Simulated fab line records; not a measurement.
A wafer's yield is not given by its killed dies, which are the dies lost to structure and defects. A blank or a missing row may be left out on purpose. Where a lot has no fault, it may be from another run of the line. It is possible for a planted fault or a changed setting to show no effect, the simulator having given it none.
Chamber matching    flow n5Finfet    N5_BEOL_M7_DESCUM_16 on rieDiel-04: 4 sister chambers
The step chemistry O2, time 7.9 s. 16 wafers are shown with their chamber, then 8 later ones without.

WAFERS WITH THEIR CHAMBER
wafer   chamber  throttleValvePct (%)  drypumpMotorCurrentA (A)  oesProductAu (a.u.)
L075.2  1        20.51                 5.9                       0.75
L075.4  2        20.64                 6.2                       0.75
L075.6  3        20.30                 5.9                       0.88
L078.2  2        20.67                 6.2                       0.75
L078.3  1        20.49                 5.9                       0.75
L078.5  3        20.31                 5.8                       0.88
L076.1  1        20.52                 5.9                       0.75
L076.2  3        20.29                 5.8                       0.86
L076.5  1        20.50                 5.9                       0.74
L080.3  1        20.51                 5.9                       0.75
L080.5  1        20.52                 5.9                       0.75
L080.6  2        20.66                 6.2                       0.74
L082.1  3        20.32                 5.8                       0.86
L082.3  0        20.26                 5.3                       0.90
L082.4  2        20.67                 6.2                       0.75
L083.1  0        20.25                 5.4                       0.88

SIGNATURES (means of the wafers above)
reading               chamber 0  chamber 1  chamber 2  chamber 3  scatter within a chamber
throttleValvePct      20.2550    20.5083    20.6600    20.3050    0.0124
drypumpMotorCurrentA  5.350      5.900      6.200      5.825      0.0323
oesProductAu          0.8900     0.7483     0.7475     0.8700     0.00795
Rule: a wafer's distance from a chamber is the root of the sum, over the readings, of the square of ((its reading less the chamber's mean) divided by the reading's scatter). If the next closest chamber is less than 2 further off than the closest, the wafer can't be placed; otherwise it belongs to the closest. The scatter is the square root of a quotient: the sum, over the shown wafers, of each reading's squared deviation from its chamber's mean, divided by wafers minus chambers.

WAFERS WITH NO CHAMBER GIVEN
wafer   throttleValvePct (%)  drypumpMotorCurrentA (A)  oesProductAu (a.u.)
L083.3  20.33                 5.9                       0.87
L083.5  20.67                 6.2                       0.74
L088.2  20.33                 5.9                       0.85
L088.3  20.28                 5.3                       0.87
L088.5  20.28                 5.3                       0.88
L093.2  20.53                 5.9                       0.74
L093.4  20.72                 6.2                       0.74
L093.6  20.35                 5.9                       0.83

CHAMBER TAKEN BY EACH
wafer   from the rows above  in truth
L083.3  3                    3
L083.5  2                    2
L088.2  3                    3
L088.3  0                    0
L088.5  0                    0
L093.2  1                    1
L093.4  2                    2
L093.6  3                    3
8 of 8 placed correctly. Left unplaced by these rows: 0. 0 placed wrongly.
